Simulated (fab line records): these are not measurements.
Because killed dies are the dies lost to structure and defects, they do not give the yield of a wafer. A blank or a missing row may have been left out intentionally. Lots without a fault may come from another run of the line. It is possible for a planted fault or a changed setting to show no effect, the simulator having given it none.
Chamber matching || flow n5_finfet || 4 sister chambers for N5_BEOL_M0_SAQP_SPACER2_ALD_26 on ald_sin-01
The step deposits SiO2, target thk 15 nm, pulse time 1 s, purge time 2 s. 22 wafers are shown with their chamber, then 11 later ones without.

WAFERS, EACH WITH ITS CHAMBER
{"wafer": "L074.1", "chamber": 2, "heater_power_w (W)": 478, "chamber_pressure_Torr (Torr)": 1.998, "precursor_pulse_height_rel": 1.019}
{"wafer": "L074.4", "chamber": 1, "heater_power_w (W)": 443, "chamber_pressure_Torr (Torr)": 2.012, "precursor_pulse_height_rel": 1.008}
{"wafer": "L074.5", "chamber": 3, "heater_power_w (W)": 489, "chamber_pressure_Torr (Torr)": 2.000, "precursor_pulse_height_rel": 0.994}
{"wafer": "L075.4", "chamber": 1, "heater_power_w (W)": 446, "chamber_pressure_Torr (Torr)": 2.006, "precursor_pulse_height_rel": 1.029}
{"wafer": "L075.5", "chamber": 0, "heater_power_w (W)": 473, "chamber_pressure_Torr (Torr)": 2.001, "precursor_pulse_height_rel": 0.959}
{"wafer": "L075.6", "chamber": 3, "heater_power_w (W)": 489, "chamber_pressure_Torr (Torr)": 1.999, "precursor_pulse_height_rel": 0.987}
{"wafer": "L078.1", "chamber": 0, "heater_power_w (W)": 475, "chamber_pressure_Torr (Torr)": 1.992, "precursor_pulse_height_rel": 0.988}
{"wafer": "L078.4", "chamber": 3, "heater_power_w (W)": 495, "chamber_pressure_Torr (Torr)": 2.001, "precursor_pulse_height_rel": 0.987}
{"wafer": "L078.6", "chamber": 2, "heater_power_w (W)": 462, "chamber_pressure_Torr (Torr)": 1.997, "precursor_pulse_height_rel": 0.998}
{"wafer": "L079.1", "chamber": 2, "heater_power_w (W)": 457, "chamber_pressure_Torr (Torr)": 2.003, "precursor_pulse_height_rel": 0.984}
{"wafer": "L079.3", "chamber": 0, "heater_power_w (W)": 481, "chamber_pressure_Torr (Torr)": 1.993, "precursor_pulse_height_rel": 0.991}
{"wafer": "L079.6", "chamber": 2, "heater_power_w (W)": 454, "chamber_pressure_Torr (Torr)": 2.000, "precursor_pulse_height_rel": 0.994}
{"wafer": "L080.3", "chamber": 3, "heater_power_w (W)": 507, "chamber_pressure_Torr (Torr)": 1.999, "precursor_pulse_height_rel": 0.970}
{"wafer": "L080.4", "chamber": 1, "heater_power_w (W)": 444, "chamber_pressure_Torr (Torr)": 2.007, "precursor_pulse_height_rel": 1.008}
{"wafer": "L080.5", "chamber": 2, "heater_power_w (W)": 475, "chamber_pressure_Torr (Torr)": 1.999, "precursor_pulse_height_rel": 1.028}
{"wafer": "L081.2", "chamber": 0, "heater_power_w (W)": 481, "chamber_pressure_Torr (Torr)": 1.994, "precursor_pulse_height_rel": 1.018}
{"wafer": "L081.3", "chamber": 3, "heater_power_w (W)": 488, "chamber_pressure_Torr (Torr)": 2.000, "precursor_pulse_height_rel": 0.982}
{"wafer": "L081.5", "chamber": 0, "heater_power_w (W)": 466, "chamber_pressure_Torr (Torr)": 1.990, "precursor_pulse_height_rel": 1.012}
{"wafer": "L084.2", "chamber": 1, "heater_power_w (W)": 463, "chamber_pressure_Torr (Torr)": 2.003, "precursor_pulse_height_rel": 0.993}
{"wafer": "L084.3", "chamber": 0, "heater_power_w (W)": 465, "chamber_pressure_Torr (Torr)": 2.002, "precursor_pulse_height_rel": 0.986}
{"wafer": "L084.6", "chamber": 0, "heater_power_w (W)": 467, "chamber_pressure_Torr (Torr)": 2.003, "precursor_pulse_height_rel": 0.982}
{"wafer": "L086.1", "chamber": 2, "heater_power_w (W)": 459, "chamber_pressure_Torr (Torr)": 1.995, "precursor_pulse_height_rel": 1.017}

SIGNATURES, as means of the wafers listed above
{"reading": "heater_power_w", "chamber 0": 472.57, "chamber 1": 449.00, "chamber 2": 464.17, "chamber 3": 493.60, "scatter within a chamber": 8.48}
{"reading": "chamber_pressure_Torr", "chamber 0": 1.99643, "chamber 1": 2.00700, "chamber 2": 1.99867, "chamber 3": 1.99980, "scatter within a chamber": 0.00377}
{"reading": "precursor_pulse_height_rel", "chamber 0": 0.99086, "chamber 1": 1.00950, "chamber 2": 1.00667, "chamber 3": 0.98400, "scatter within a chamber": 0.0162}
Rule: for each reading, subtract the chamber's mean from the wafer's reading, divide by that reading's scatter and square the result; add these up over the readings and take the root, which gives the wafer's distance from the chamber. The wafer belongs to the nearest chamber; if the next one is less than 2 further off, it can't be placed. The scatter is the square root of a quotient: the sum, over the shown wafers, of each reading's squared deviation from its chamber's mean, divided by wafers minus chambers.

WAFERS MISSING THEIR CHAMBER
{"wafer": "L086.3", "heater_power_w (W)": 486, "chamber_pressure_Torr (Torr)": 1.994, "precursor_pulse_height_rel": 0.995}
{"wafer": "L086.5", "heater_power_w (W)": 454, "chamber_pressure_Torr (Torr)": 2.001, "precursor_pulse_height_rel": 0.981}
{"wafer": "L087.1", "heater_power_w (W)": 462, "chamber_pressure_Torr (Torr)": 2.000, "precursor_pulse_height_rel": 1.003}
{"wafer": "L087.5", "heater_power_w (W)": 456, "chamber_pressure_Torr (Torr)": 1.993, "precursor_pulse_height_rel": 0.993}
{"wafer": "L087.6", "heater_power_w (W)": 472, "chamber_pressure_Torr (Torr)": 2.007, "precursor_pulse_height_rel": 0.982}
{"wafer": "L089.1", "heater_power_w (W)": 473, "chamber_pressure_Torr (Torr)": 2.000, "precursor_pulse_height_rel": 0.983}
{"wafer": "L089.4", "heater_power_w (W)": 443, "chamber_pressure_Torr (Torr)": 2.006, "precursor_pulse_height_rel": 1.009}
{"wafer": "L089.5", "heater_power_w (W)": 474, "chamber_pressure_Torr (Torr)": 2.003, "precursor_pulse_height_rel": 1.011}
{"wafer": "L093.3", "heater_power_w (W)": 467, "chamber_pressure_Torr (Torr)": 2.002, "precursor_pulse_height_rel": 1.021}
{"wafer": "L093.4", "heater_power_w (W)": 481, "chamber_pressure_Torr (Torr)": 1.995, "precursor_pulse_height_rel": 0.977}
{"wafer": "L093.6", "heater_power_w (W)": 454, "chamber_pressure_Torr (Torr)": 2.004, "precursor_pulse_height_rel": 1.021}

WHICH CHAMBER EACH WENT THROUGH
{"wafer": "L086.3", "from the rows above": "can't be placed: 0 or 3 or 2", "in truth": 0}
{"wafer": "L086.5", "from the rows above": "can't be placed: 2 or 1 or 0", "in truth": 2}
{"wafer": "L087.1", "from the rows above": "can't be placed: 2 or 0 or 1", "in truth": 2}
{"wafer": "L087.5", "from the rows above": "can't be placed: 2 or 0 or 1", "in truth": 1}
{"wafer": "L087.6", "from the rows above": "can't be placed: 2 or 0 or 3 or 1", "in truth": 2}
{"wafer": "L089.1", "from the rows above": "can't be placed: 0 or 2 or 3", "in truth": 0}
{"wafer": "L089.4", "from the rows above": 1, "in truth": 1}
{"wafer": "L089.5", "from the rows above": "can't be placed: 2 or 0 or 3 or 1", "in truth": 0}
{"wafer": "L093.3", "from the rows above": "can't be placed: 2 or 0 or 1", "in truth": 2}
{"wafer": "L093.4", "from the rows above": "can't be placed: 0 or 3 or 2", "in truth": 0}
{"wafer": "L093.6", "from the rows above": "can't be placed: 1 or 2", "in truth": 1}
Correctly placed: 1 of 11. Cannot be placed on the basis of these rows: 10; the candidates contain the true chamber in 10. Number placed wrongly: 0.
